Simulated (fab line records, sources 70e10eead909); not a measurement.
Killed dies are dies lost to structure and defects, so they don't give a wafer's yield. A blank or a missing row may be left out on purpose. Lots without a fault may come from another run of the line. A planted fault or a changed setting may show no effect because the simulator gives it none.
fab line records | flow nand_harc
record lots=6 wafers=18 last_day=24
route steps=1159 shown P_M0@273 P_M1@285 END@1159
lots that met no fault: from a run of the same line without faults
start_h: hours from the record's first day to the start of the lot's first wafer shown | wait_h: hours since the lot's step before | " the same as in the row above | L1.1+2: a row that stands for several wafers | - no value, or no start given | * or withheld: withheld | < > ~ a bound
route shown NAME@n: a module of which the file shows steps, and the number in the route of the first | usual: mean/standard deviation of fault-free wafers | same: alike in all rows | chamber/n: place in a boat | sites: the reading at each site | _std_site: their standard deviation | _edge_site: outer sites' mean less inner sites' | radius_mm: how far each site lies from the wafer's centre | mask NAME#n: copy n | behind: the tool/chamber that last shaped the wafer | hold: why the lot was held/for how many hours/how that ended | device: the transistor (n, p or np) that didn't switch | end of line: the same wafers' tests at the end of the route | a step without rows: its recipe alone | killed: dies lost to structure and defects at the first sort, not the wafer's yield | map: a wafer's dies, x killed, . not, _ none there
set.NAME: the setting as run; set.NAME@STEP: as run at that earlier step | model.NAME: the simulator's own value behind a step, which no gauge read
lots at some steps of the route; a table a step, a row a wafer
services: from which hour (start_h, from the record's first day; less than 0 if before it) a tool's chamber was out of use, for how many hours, and why
## steps
# step NHARC_P_M0_PRE_CLEAN_29
# recipe time_s=30 temp_c=280 gas=H2/He
# usual heater_power_w=418/46
# columns lot.wafer tool chamber start_h wait_h heater_power_w
L282.3 pvd_sputter-03 - - - 351
L282.6 " - " " 355
L282.5 " - " " 398
L292.1 pvd_sputter-03 - - - 450
L292.3 " - " " 359
L292.5 " - " " 392
L296.1 pvd_sputter-02 - - - 435
L296.2 " - " " 463
L296.5 " - " " 441
L295.2 pvd_sputter-01 - - - 374
L295.1 " - " " 357
L295.6 " - " " 369
L302.4 pvd_sputter-03 - - - 388
L302.3 " - " " 436
L302.2 " - " " 346
L303.2 pvd_sputter-02 - - - 493
L303.1 " - " " 423
L303.5 " - " " 467
# step NHARC_P_M0_PVD_20
# recipe target_thk_a=50 bias_v=168.6 power_w=15000 chamber_pressure_pa=0.12 time_s=8.06 substrate_temp_c=50 material=TaN
# usual throttle_valve_pct=30.0/0.93
# columns lot.wafer tool chamber start_h wait_h throttle_valve_pct
L282.3 pvd_sputter-03 - - - 29.2
L282.5 " - " " 31.2
L282.6 " - " " 29.4
L292.1 pvd_sputter-03 - - - 29.5
L292.3 " - " " 31.2
L292.5 " - " " 29.5
L296.1 pvd_sputter-02 - - - 28.3
L296.2 " - " " 30.7
L296.5 " - " " 30.1
L295.2 pvd_sputter-01 - - - 30.6
L295.1 " - " " 29.0
L295.6 " - " " 31.6
L302.2 pvd_sputter-03 - - - 29.3
L302.3 " - " " 30.9
L302.4 " - " " 30.7
L303.1 pvd_sputter-02 - - - 28.1
L303.2 " - " " 30.5
L303.5 " - " " 29.2
# step NHARC_P_M0_PVD_21
# recipe target_thk_a=300 chamber_pressure_pa=5 power_w=5000 substrate_temp_c=30 time_s=20.49 material=Cu
# usual throttle_valve_pct=30.0/0.88
# columns lot.wafer tool chamber start_h wait_h throttle_valve_pct
L282.3 pvd_sputter-03 - - - 29.5
L282.5 " - " " 29.2
L282.6 " - " " 29.5
L292.1 pvd_sputter-03 - - - 29.2
L292.3 " - " " 29.3
L292.5 " - " " 29.4
L296.1 pvd_sputter-02 - - - 29.9
L296.2 " - " " 30.1
L296.5 " - " " 30.4
L295.1 pvd_sputter-01 - - - 30.6
L295.2 " - " " 31.6
L295.6 " - " " 31.3
L302.4 pvd_sputter-03 - - - 31.0
L302.3 " - " " 29.4
L302.2 " - " " 30.9
L303.1 pvd_sputter-02 - - - 30.5
L303.2 " - " " 28.2
L303.5 " - " " 30.7
# step NHARC_P_M0_ECD_22
# recipe target_thk_a=4000 bath_temp_c=25 material=Cu
# step NHARC_P_M0_ANNEAL_30
# recipe temp_c=225 time_s=90
# step NHARC_P_M0_CMP_23
# recipe t_overpolish_s=20 target_thk_nm=117.53
# usual motor_current_A=12.0/1.5 retaining_ring_pressure_frac=1.000/0.0046 time_to_endpoint_s=28.7/2.3
# columns lot.wafer tool chamber start_h wait_h motor_current_A retaining_ring_pressure_frac time_to_endpoint_s
L282.3 cmp-04 2 123.38 - 11.9 0.999 31.6
L282.6 " 2 " " 11.8 1.011 32.6
L282.5 " 3 " " 12.0 1.001 32.1
L292.3 cmp-04 1 193.64 - 10.5 1.005 27.7
L292.1 " 3 " " 11.7 0.996 26.2
L292.5 " 0 " " 10.2 1.005 28.3
L296.2 cmp-01 3 206.19 - 16.4 1.001 28.6
L296.1 " 0 " " 10.8 1.006 29.2
L296.5 " 1 " " 11.4 0.999 30.7
L295.2 cmp-01 3 206.67 - 16.5 0.995 28.5
L295.1 " 2 " " 12.3 0.995 29.8
L295.6 " 0 " " 11.4 1.008 28.8
L302.3 cmp-04 3 237.60 - 10.8 1.004 30.3
L302.2 " 0 " " 10.2 0.999 30.2
L302.4 " 2 " " 11.2 1.004 29.2
L303.2 cmp-02 2 247.54 - 13.0 1.006 24.3
L303.1 " 0 " " 12.7 0.990 23.2
L303.5 " 3 " " 10.7 0.999 25.3
# step NHARC_P_M0_THK_MEAS_24
# recipe thk_meas_gauge=xrf
# usual thk_nm=117.5/1.3
# columns lot.wafer tool chamber start_h wait_h thk_nm
L282.3 film_metro-01 - 123.70 - 120.0
L282.5 " - " " 118.9
L282.6 " - " " 115.9
L292.1 film_metro-02 - 193.92 - 116.7
L292.3 " - " " 117.1
L292.5 " - " " 117.3
L296.1 film_metro-02 - 206.45 - 116.1
L296.2 " - " " 117.3
L296.5 " - " " 118.8
L295.1 film_metro-02 - 206.99 - 118.1
L295.2 " - " " 117.6
L295.6 " - " " 116.1
L302.2 film_metro-02 - 237.91 - 117.5
L302.3 " - " " 117.0
L302.4 " - " " 118.5
L303.1 film_metro-02 - 247.85 - 117.5
L303.2 " - " " 117.1
L303.5 " - " " 117.5
# step NHARC_P_M0_SRD_25
# step NHARC_P_M0_INSPECT_27
# usual raw_defect_count=296/140
# columns lot.wafer tool chamber start_h wait_h raw_defect_count
L282.3 defect_inspect-01 - 123.85 0.0 293
L282.5 " - " " 239
L282.6 " - " " 204
L292.1 defect_inspect-01 - 194.08 0.0 424
L292.3 " - " " 235
L292.5 " - " " 269
L296.1 defect_inspect-01 - 206.61 0.0 585
L296.2 " - " " 387
L296.5 " - " " 453
L295.1 defect_inspect-01 - 207.15 0.0 203
L295.2 " - " " 333
L295.6 " - " " 184
L302.2 defect_inspect-02 - 238.07 0.0 179
L302.3 " - " " 195
L302.4 " - " " 211
L303.1 defect_inspect-02 - 248.01 0.0 210
L303.2 " - " " 267
L303.5 " - " " 216
# step NHARC_P_M0_PRE_CLEAN_31
# recipe time_s=12 temp_c=370 rf_power_w=300 gas=NH3
# usual heater_power_w=661/75
# columns lot.wafer tool chamber start_h wait_h heater_power_w
L282.3 pecvd-01 0 123.96 0.1 585
L282.6 " 2 " " 650
L282.5 " 0 " " 596
L292.3 pecvd-03 0 194.18 0.1 570
L292.1 " 1 " " 650
L292.5 " 0 " " 565
L296.1 pecvd-03 0 207.10 0.5 540
L296.2 " 2 " " 705
L296.5 " 0 " " 548
L295.1 pecvd-01 0 207.23 0.1 680
L295.2 " 1 " " 699
L295.6 " 0 " " 664
L302.2 pecvd-02 0 238.16 0.1 599
L302.4 " 1 " " 593
L302.3 " 0 " " 606
L303.2 pecvd-03 0 248.09 0.1 593
L303.1 " 1 " " 683
L303.5 " 2 " " 808
# step NHARC_P_M0_DEP_32
# recipe target_thk_a=300 temp_c=370 target_thk_nm=30 pressure_torr=3 flow_sccm=200 rf_w=450 material=SiCN
# step NHARC_P_M1_DEP_00
# recipe target_thk_a=1825 target_thk_nm=182.5 temp_c=withheld pressure_torr=5 flow_sccm=200 rf_w=600 material=SiOC
# usual chamber_pressure_Torr=5.000/0.01 rf_fwd_power_W=598.8/1.7 showerhead_vpp_V=1545/130
# columns lot.wafer tool chamber start_h wait_h chamber_pressure_Torr rf_fwd_power_W showerhead_vpp_V
L282.3 pecvd-01 2 124.51 - 5.015 597.2 1540
L282.5 " 0 " " 4.981 598.2 1424
L282.6 " 1 " " 5.002 601.9 1502
L292.3 pecvd-02 0 194.71 - 4.991 598.6 1746
L292.1 " 1 " " 5.009 600.8 1435
L292.5 " 2 " " 4.999 601.0 1439
L296.2 pecvd-02 2 207.59 - - - -
L296.1 " 1 " " - - -
L296.5 " 0 " " - - -
L295.1 pecvd-01 0 207.69 - - - -
L295.2 " 2 " " - - -
L295.6 " 1 " " - - -
L302.3 pecvd-03 2 238.80 0.3 4.995 599.0 1682
L302.2 " 0 " " 5.002 596.5 1521
L302.4 " 1 " " 5.029 596.3 1508
L303.1 pecvd-02 1 248.57 - 5.007 596.6 1418
L303.2 " 0 " " 5.003 596.1 1723
L303.5 " 0 " " 5.016 596.4 1746
# step NHARC_P_M1_DEHYDRATE_01
# recipe temp_c=150 time_s=120
# step NHARC_END_SORT_01
# recipe temp_c=25
# usual defect_limited_yield=94.9/1.7 killed_at_array=31/12 killed_at_other=0.6/0.85 killed_at_periphery=3.0/2.3 killed_dies=35/12 killed_open=3.2/1.9 killed_short=1.8/1.4 sort_bin_2_pct=1.6/0.7 sort_bin_3_pct=0.28/0.22 sort_bin_4_pct=3.3/1.2 sort_n_pass=642/12 sort_rim_yield_pct=97.7/1.5 sort_yield_pct=94.9/1.7
# same gross_dies=677 sort_bin_5_pct[%]=0 sort_bin_6_pct[%]=0 sort_bin_7_pct[%]=0 sort_bin_8_pct[%]=0 sort_rim_n_gross=106.00
# columns lot.wafer tool chamber start_h wait_h hold defect_limited_yield[%] killed_at_array killed_at_other killed_at_periphery killed_dies killed_open killed_short sort_bin_2_pct[%] sort_bin_3_pct[%] sort_bin_4_pct[%] sort_n_pass sort_rim_yield_pct[%] sort_yield_pct[%]
L282.3 prober-01 0 455.05 3.1 - 94.2 28 0 11 39 6 2 1.9 0.15 3.7 638 94.3 94.2
L282.5 prober-01 0 456.67 3.7 - 95.6 25 0 5 30 2 0 2.1 0 2.4 647 99.1 95.6
L282.6 prober-01 0 457.47 4.0 - 96.0 18 0 9 27 3 1 0.6 0 3.4 650 98.1 96.0
L292.1 prober-02 0 516.43 2.5 - 93.4 44 0 1 45 8 3 1.3 0.30 5.0 632 97.2 93.4
L292.3 prober-02 0 518.03 3.1 - 94.2 37 0 2 39 2 0 1.6 0.15 4.0 638 100.0 94.2
L292.5 prober-02 0 519.63 3.7 - 93.2 44 1 1 46 2 4 1.5 0.44 4.9 631 99.1 93.2
L296.1 prober-01 0 533.85 2.5 await_dispo/2.3h/scrap 0 30 1 646 677 2 1 96.0 0.15 3.8 0 0 0
L296.2 prober-01 0 534.65 2.8 await_dispo/2.3h/scrap 0 30 1 646 677 1 2 96.5 0.30 3.2 0 0 0
L296.5 prober-01 0 537.04 3.7 await_dispo/2.3h/scrap 0 35 0 642 677 1 0 96.6 0.15 3.2 0 0 0
L295.1 prober-01 0 541.63 2.5 await_dispo/2.7h/scrap 0 31 0 646 677 4 1 96.9 0.44 2.7 0 0 0
L295.2 prober-01 0 542.43 2.8 await_dispo/2.7h/scrap 0 40 1 636 677 1 5 95.6 0.44 4.0 0 0 0
L295.6 prober-01 0 545.63 4.0 await_dispo/2.7h/scrap 0 30 0 647 677 4 2 96.3 0.15 3.5 0 0 0
L302.2 prober-01 0 560.14 2.8 - 91.0 61 0 0 61 3 2 3.8 0.15 5.0 616 96.2 91.0
L302.3 prober-01 0 560.94 3.1 - 92.9 48 0 0 48 1 1 2.7 0.30 4.1 629 100.0 92.9
L302.4 prober-01 0 561.73 3.4 - 91.4 57 0 1 58 4 1 2.2 0 6.4 619 97.2 91.4
L303.1 prober-01 0 582.11 2.5 - 93.1 38 1 8 47 3 1 3.4 0.30 3.2 630 94.3 93.1
L303.2 prober-01 0 582.90 2.8 - 93.5 40 1 3 44 2 2 3.2 0.44 2.8 633 99.1 93.5
L303.5 prober-01 0 585.28 3.7 - 93.2 40 0 6 46 4 2 2.1 0.74 4.0 631 95.3 93.2
# killed by level:class
L282.3 P_BONDPAD:chamber_film_flake=7 A_SLIT:chamber_film_flake=7 A_CONTACT:geometric_particle:open=4 A_CHANNEL_HOLE_D1:chamber_film_flake=4 A_BLC:chamber_film_flake=3 A_CONTACT:chamber_film_flake=3 P_ZERO_WELL:chamber_film_flake=2 A_ZERO_WELL:chamber_film_flake=2
L282.5 A_SLIT:chamber_film_flake=11 A_CHANNEL_HOLE_D1:chamber_film_flake=6 A_STAIRCASE:chamber_film_flake=4 P_M0:chamber_film_flake=3 P_M0:geometric_particle:open=1 A_ONON_D1:geometric_particle:open=1 P_BONDPAD:chamber_film_flake=1 A_ZERO_WELL:chamber_film_flake=1
L282.6 A_SLIT:chamber_film_flake=13 P_M0:chamber_film_flake=3 P_BONDPAD:chamber_film_flake=3 P_CONTACT:geometric_particle:open=2 A_STAIRCASE:chamber_film_flake=2 P_CONTACT:geometric_particle:short=1 A_ONON_D1:geometric_particle:open=1 A_ZERO_WELL:chamber_film_flake=1
L292.1 A_CHANNEL_HOLE_D1:chamber_film_flake=16 A_SLIT:chamber_film_flake=15 A_CHANNEL_FILL_D1:geometric_particle:open=2 A_CONTACT:geometric_particle:open=2 A_CONTACT:chamber_film_flake=2 P_STI:geometric_particle:open=1 A_CHANNEL_HOLE_D1:geometric_particle:open=1 A_WL_FILL:geometric_particle:short=1
L292.3 A_CHANNEL_HOLE_D1:chamber_film_flake=13 A_SLIT:chamber_film_flake=12 A_CONTACT:chamber_film_flake=4 A_STAIRCASE:chamber_film_flake=3 A_SGD_CUT:chamber_film_flake=3 P_M1:geometric_particle:open=1 A_WL_FILL:geometric_particle:open=1 P_GATE:chamber_film_flake=1
L292.5 A_CHANNEL_HOLE_D1:chamber_film_flake=15 A_SLIT:chamber_film_flake=14 A_CONTACT:chamber_film_flake=4 A_SGD_CUT:chamber_film_flake=3 A_CHANNEL_FILL_D1:geometric_particle:short=2 A_ONON_D1:geometric_particle:open=1 A_CONTACT:geometric_particle:open=1 A_CONTACT:geometric_particle:short=1
L296.1 P_M1:area_dep=644 A_CHANNEL_HOLE_D1:chamber_film_flake=19 A_CONTACT:chamber_film_flake=4 A_STAIRCASE:chamber_film_flake=3 A_WL_FILL:chamber_film_flake=3 P_GATE:geometric_particle:open=1 P_CONTACT:geometric_particle:open=1 A_CHANNEL_FILL_D1:geometric_particle:short=1
L296.2 P_M1:area_dep=646 A_CHANNEL_HOLE_D1:chamber_film_flake=19 A_WL_FILL:chamber_film_flake=5 A_CONTACT:chamber_film_flake=3 A_CHANNEL_HOLE_D1:geometric_particle:short=1 A_WL_FILL:geometric_particle:short=1 A_BLC:geometric_particle:open=1 THIN_TSV:chamber_film_flake=1
L296.5 P_M1:area_dep=641 A_CHANNEL_HOLE_D1:chamber_film_flake=27 A_WL_FILL:chamber_film_flake=5 A_CONTACT:chamber_film_flake=2 P_M0:geometric_particle:open=1 A_STAIRCASE:chamber_film_flake=1
L295.1 P_M1:area_dep=645 A_CHANNEL_HOLE_D1:chamber_film_flake=16 A_STAIRCASE:chamber_film_flake=5 A_CONTACT:chamber_film_flake=3 A_CHANNEL_FILL_D1:geometric_particle:open=2 P_CONTACT:geometric_particle:open=1 A_SGD_CUT:geometric_particle:short=1 A_CONTACT:geometric_particle:open=1
L295.2 P_M1:area_dep=633 A_CHANNEL_HOLE_D1:chamber_film_flake=29 A_STAIRCASE:chamber_film_flake=5 P_CONTACT:geometric_particle:short=2 A_CONTACT:chamber_film_flake=2 A_CHANNEL_FILL_D1:geometric_particle:short=1 A_SGD_CUT:geometric_particle:short=1 A_CONTACT:geometric_particle:open=1
L295.6 P_M1:area_dep=642 A_CHANNEL_HOLE_D1:chamber_film_flake=18 A_CONTACT:chamber_film_flake=4 A_CONTACT:geometric_particle:open=2 P_STI:chamber_film_flake=2 A_WL_FILL:chamber_film_flake=2 P_CONTACT:geometric_particle:short=1 P_M2:geometric_particle:open=1
L302.2 A_CHANNEL_HOLE_D1:chamber_film_flake=28 A_SLIT:chamber_film_flake=18 A_CHANNEL_FILL_D1:chamber_film_flake=3 A_CONTACT:chamber_film_flake=3 A_SGD_CUT:geometric_particle:open=2 A_ZERO_WELL:chamber_film_flake=2 A_SOURCE_PLATE:geometric_particle:short=1 A_CHANNEL_FILL_D1:geometric_particle:open=1
L302.3 A_CHANNEL_HOLE_D1:chamber_film_flake=26 A_SLIT:chamber_film_flake=11 A_CONTACT:chamber_film_flake=4 A_STAIRCASE:chamber_film_flake=3 A_CHANNEL_FILL_D1:geometric_particle:open=1 A_SLIT:geometric_particle:short=1 A_ZERO_WELL:chamber_film_flake=1 A_CHANNEL_FILL_D1:chamber_film_flake=1
L302.4 A_CHANNEL_HOLE_D1:chamber_film_flake=24 A_SLIT:chamber_film_flake=16 A_STAIRCASE:chamber_film_flake=4 A_CONTACT:chamber_film_flake=4 A_CHANNEL_FILL_D1:chamber_film_flake=3 A_BONDPAD:chamber_film_flake=2 P_M2:geometric_particle:open=1 A_ONON_D1:geometric_particle:open=1
L303.1 A_SLIT:chamber_film_flake=19 A_CHANNEL_HOLE_D1:chamber_film_flake=8 P_STI:chamber_film_flake=4 A_CONTACT:chamber_film_flake=4 P_GATE:chamber_film_flake=2 A_STAIRCASE:chamber_film_flake=2 A_M1:chamber_film_flake=2 P_CONTACT:geometric_particle:open=1
L303.2 A_SLIT:chamber_film_flake=22 A_CHANNEL_HOLE_D1:chamber_film_flake=12 P_STI:chamber_film_flake=2 P_CONTACT:geometric_particle:short=1 A_ONON_D1:geometric_particle:open=1 A_ONON_D1:geometric_particle:short=1 A_CHANNEL_FILL_D1:geometric_particle:open=1 A_STAIRCASE:chamber_film_flake=1
L303.5 A_SLIT:chamber_film_flake=19 A_CONTACT:chamber_film_flake=6 A_M1:chamber_film_flake=5 P_STI:chamber_film_flake=3 A_CONTACT:geometric_particle:open=2 P_ZERO_WELL:chamber_film_flake=2 A_CHANNEL_HOLE_D1:chamber_film_flake=2 A_STAIRCASE:chamber_film_flake=2
# map L295.1 (x killed, . not)
____________x____________
_________xxxxxxx_________
_______xxxxxxxxxxx_______
______xxxxxxxxxxxxx______
_____xxxxxxxxxxxxxxx_____
____xxxxxxxxxxxxxxxxx____
____xxxxxxxxxxxxxxxxx____
___xxxxxxxxxxxxxxxxxxx___
___xxxxxxxxxxxxxxxxxxx___
__xxxxxxxxxxxxxxxxxxxxx__
__xxxxxxxxxxxxxxxxxxxxx__
_xxxxxxxxxxxxxxxxxxxxxxx_
_xxxxxxxxxxxxxxxxxxxxxxx_
_xxxxxxxxxxxxxxxxxxxxxxx_
_xxxxxxxxxxxxxxxxxxxxxxx_
_xxxxxxxxxxxxxxxxxxxxxxx_
xxxxxxxxxxxxxxxxxxxxxxxxx
xxxxxxxxxxxxxxxxxxxxxxxxx
xxxxxxxxxxxxxxxxxxxxxxxxx
xxxxxxxxxxxxxxxxxxxxxxxxx
xxxxxxxxxxxxxxxxxxxxxxxxx
_xxxxxxxxxxxxxxxxxxxxxxx_
_xxxxxxxxxxxxxxxxxxxxxxx_
_xxxxxxxxxxxxxxxxxxxxxxx_
_xxxxxxxxxxxxxxxxxxxxxxx_
_xxxxxxxxxxxxxxxxxxxxxxx_
__xxxxxxxxxxxxxxxxxxxxx__
__xxxxxxxxxxxxxxxxxxxxx__
___xxxxxxxxxxxxxxxxxxx___
___xxxxxxxxxxxxxxxxxxx___
____xxxxxxxxxxxxxxxxx____
____xxxxxxxxxxxxxxxxx____
_____xxxxxxxxxxxxxxx_____
______xxxxxxxxxxxxx______
_______xxxxxxxxxxx_______
_________xxxxxxx_________
____________x____________
# map L296.1 (x killed, . not)
____________x____________
_________xxxxxxx_________
_______xxxxxxxxxxx_______
______xxxxxxxxxxxxx______
_____xxxxxxxxxxxxxxx_____
____xxxxxxxxxxxxxxxxx____
____xxxxxxxxxxxxxxxxx____
___xxxxxxxxxxxxxxxxxxx___
___xxxxxxxxxxxxxxxxxxx___
__xxxxxxxxxxxxxxxxxxxxx__
__xxxxxxxxxxxxxxxxxxxxx__
_xxxxxxxxxxxxxxxxxxxxxxx_
_xxxxxxxxxxxxxxxxxxxxxxx_
_xxxxxxxxxxxxxxxxxxxxxxx_
_xxxxxxxxxxxxxxxxxxxxxxx_
_xxxxxxxxxxxxxxxxxxxxxxx_
xxxxxxxxxxxxxxxxxxxxxxxxx
xxxxxxxxxxxxxxxxxxxxxxxxx
xxxxxxxxxxxxxxxxxxxxxxxxx
xxxxxxxxxxxxxxxxxxxxxxxxx
xxxxxxxxxxxxxxxxxxxxxxxxx
_xxxxxxxxxxxxxxxxxxxxxxx_
_xxxxxxxxxxxxxxxxxxxxxxx_
_xxxxxxxxxxxxxxxxxxxxxxx_
_xxxxxxxxxxxxxxxxxxxxxxx_
_xxxxxxxxxxxxxxxxxxxxxxx_
__xxxxxxxxxxxxxxxxxxxxx__
__xxxxxxxxxxxxxxxxxxxxx__
___xxxxxxxxxxxxxxxxxxx___
___xxxxxxxxxxxxxxxxxxx___
____xxxxxxxxxxxxxxxxx____
____xxxxxxxxxxxxxxxxx____
_____xxxxxxxxxxxxxxx_____
______xxxxxxxxxxxxx______
_______xxxxxxxxxxx_______
_________xxxxxxx_________
____________x____________
## services
# columns tool chamber start_h hours kind
pvd_sputter-03 - 102.00 10.0 pm
cmp-04 - 105.01 4.0 pm
cmp-02 - 110.48 0.8 repair
pecvd-03 - 111.00 13.0 pm
cmp-02 - 128.50 4.0 pm
cmp-04 - 128.89 0.8 repair
pecvd-02 1 143.85 4.5 repair
cmp-01 - 146.55 0.9 repair
cmp-02 - 149.03 1.2 repair
pecvd-02 - 153.43 13.0 pm
pvd_sputter-01 - 158.00 10.0 pm
cmp-01 - 159.48 3.5 repair
cmp-01 - 179.69 4.0 pm
cmp-04 - 183.22 1.6 repair
cmp-01 - 187.50 0.3 repair
cmp-04 - 203.13 4.0 pm
cmp-02 - 209.57 1.7 repair
pvd_sputter-02 - 214.00 10.0 pm
cmp-01 - 223.62 2.2 repair
cmp-01 - 232.36 0.5 repair
pecvd-02 2 233.49 16.3 repair
cmp-01 - 234.46 1.5 repair
pecvd-01 - 237.38 13.0 pm
pvd_sputter-03 - 245.39 2.3 repair
## key
first_sign step=NHARC_P_M1_DEP_00 reading=tool_record direction=missing
effect step=NHARC_END_SORT_01 reading=killed_at_periphery direction=up sigmas=99+ usual=3.0 struck=643.8
more_kills_born_at NHARC_P_M1_DEP_00@pecvd-02=1931 NHARC_P_M1_DEP_00@pecvd-01=1920
met_at NHARC_P_M1_DEP_00
struck_wafers L295.1,L295.2,L295.6,L296.1,L296.2,L296.5
later_rows_left_out L295.1,L295.2,L295.6,L296.1,L296.2,L296.5
onset_between 194.71 207.59
fault kind=skipped_step_whole tool=pecvd-01,pecvd-02 chamber=- onset_h=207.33 steps=NHARC_P_M1_DEP_00 scope=struck_lots_only
# later_rows_left_out: the simulator's readings of these wafers behind a module that went badly wrong aren't trusted and aren't shown, but for the sort
